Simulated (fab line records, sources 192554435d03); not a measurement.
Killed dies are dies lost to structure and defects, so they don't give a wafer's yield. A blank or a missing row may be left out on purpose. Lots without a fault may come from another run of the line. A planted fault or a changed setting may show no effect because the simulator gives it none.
Split-lot experiment | flow n5_finfet | 7 lots, 39 wafers read, on a route of 1938 steps

THE SPLIT
At N5_BEOL_M2_ILD_DEP_00 (deposits SiOC from DEMS/O2, target thk 79 nm, time 15.3 s), the setting time_s was moved away from the recipe's 15.3 s on 12 of the 39 wafers read, by -32.4% to +34.4%. The other wafers ran this setting at the recipe's value.

The file shows no step between the split and the reading.

THE READING
M2_ILD_THK, in nm, at N5_BEOL_M2_THK_MEAS_01. Fault-free wafers of this fab line usually give 79.1 nm, standard deviation 1.1 nm.

wafer  | tool, chamber at the split | time_s as run, s | against the recipe | M2_ILD_THK, nm | against lot-mates on the recipe
L081.1 | pecvd-01, 2,1              | 15.3             | recipe             | 79.0           | -
L081.2 | pecvd-01, 2,1              | 15.3             | recipe             | 79.0           | -
L081.3 | pecvd-01, 0                | 15.3             | recipe             | 78.0           | -
L081.4 | pecvd-01, 0                | 15.3             | recipe             | 79.9           | -
L081.5 | pecvd-01, 1                | 15.3             | recipe             | 79.1           | -
L081.6 | pecvd-01, 2                | 15.3             | recipe             | 81.4           | -
L082.1 | pecvd-03, 2                | 10.34            | -32.4%             | 53.3           | -25.9
L082.2 | pecvd-03, 1                | 10.34            | -32.4%             | 54.1           | -25.1
L082.3 | pecvd-03, 0                | 15.3             | recipe             | 77.8           | -
L082.4 | pecvd-03, 0                | 15.3             | recipe             | 78.6           | -
L082.5 | pecvd-03, 1                | 15.3             | recipe             | 81.2           | -
L082.6 | pecvd-03, 2                | 10.34            | -32.4%             | 53.8           | -25.4
L093.1 | pecvd-04, 2                | 10.93            | -28.6%             | 57.2           | -22.4
L093.2 | pecvd-04, 0                | 10.93            | -28.6%             | 55.6           | -24.0
L093.3 | pecvd-04, 1                | 15.3             | recipe             | 78.8           | -
L093.4 | pecvd-04, 0                | 15.3             | recipe             | 79.5           | -
L093.5 | pecvd-04, 1                | 10.93            | -28.6%             | 57.0           | -22.6
L093.6 | pecvd-04, 2                | 15.3             | recipe             | 80.5           | -
L094.1 | pecvd-01, 1                | 15.3             | recipe             | 79.4           | -
L094.2 | pecvd-01, 0                | 15.3             | recipe             | 79.0           | -
L094.3 | pecvd-01, 2                | 15.3             | recipe             | 79.8           | -
L094.4 | pecvd-01, 2                | 15.3             | recipe             | 80.9           | -
L094.5 | pecvd-01, 1                | 15.3             | recipe             | 79.1           | -
L094.6 | pecvd-01, 0                | 15.3             | recipe             | 80.4           | -
L095.1 | pecvd-03, 0                | 20.56            | +34.4%             | 103.1          | +24.3
L095.2 | pecvd-03, 2                | 15.3             | recipe             | 77.4           | -
L095.3 | pecvd-03, 1                | 20.56            | +34.4%             | 104.6          | +25.8
L095.4 | pecvd-03, 0                | 20.56            | +34.4%             | 104.7          | +25.9
L095.5 | pecvd-03, 2                | 15.3             | recipe             | 79.3           | -
L095.6 | pecvd-03, 1                | 15.3             | recipe             | 79.7           | -
L096.1 | pecvd-01, 2                | 15.3             | recipe             | 79.6           | -
L096.3 | pecvd-01, 1                | 15.3             | recipe             | 79.4           | -
L096.5 | pecvd-01, 2                | 15.3             | recipe             | 80.5           | -
L097.1 | pecvd-03, 1                | 15.3             | recipe             | 78.7           | -
L097.2 | pecvd-03, 2                | 11.31            | -26.1%             | 57.4           | -21.0
L097.3 | pecvd-03, 0                | 15.3             | recipe             | 77.5           | -
L097.4 | pecvd-03, 1                | 11.31            | -26.1%             | 59.6           | -18.8
L097.5 | pecvd-03, 0                | 11.31            | -26.1%             | 58.6           | -19.8
L097.6 | pecvd-03, 2                | 15.3             | recipe             | 78.9           | -
Where a row lists several chambers, the file gives one row for several wafers and doesn't say which wafer went through which chamber.

THE FIT
A straight line over all 39 wafers: M2_ILD_THK changes by +0.767 nm for each +1% of time_s; r = +1.00; the points scatter about the line by 1.1 nm.
The same after taking each lot's own level away (the mean of its wafers on the recipe; 39 wafers): +0.767 nm for each +1%; r = +1.00; scatter 0.96 nm.
On that fit, the largest move of time_s shifts the reading by 26 nm.
The lots' own levels span 78.37 to 79.83 nm, that is 1.3 times the standard deviation above.
So the lot-to-lot level changes the slope little: the two slopes agree.
Check: with one of the wafers moved furthest among these (+34.4%) left out of the fit, the line predicts +26.5 nm for it against its lot-mates. It came out at +24.3 nm against them.

THE WHOLE CHAIN: every reading that the file lists as answering this split, in the file's order
step                   | what it does                                              | reading                                                                            | change (the file's fit)               | r (the file's)
N5_BEOL_M2_ILD_DEP_00  | deposits SiOC from DEMS/O2, target thk 79 nm, time 15.3 s | SiOC_of_BEOL_M2_ILD_DEP_00.thk_nm (the simulator's own value, which no gauge read) | +0.771 nm for each +1% of the setting | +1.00
N5_BEOL_M2_THK_MEAS_01 |                                                           | M2_ILD_THK                                                                         | +0.77 for each +1% of the setting     | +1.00

THE FILE'S OWN FIT
M2_ILD_THK changes by +0.77 nm for each +1% of time_s, r = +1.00.
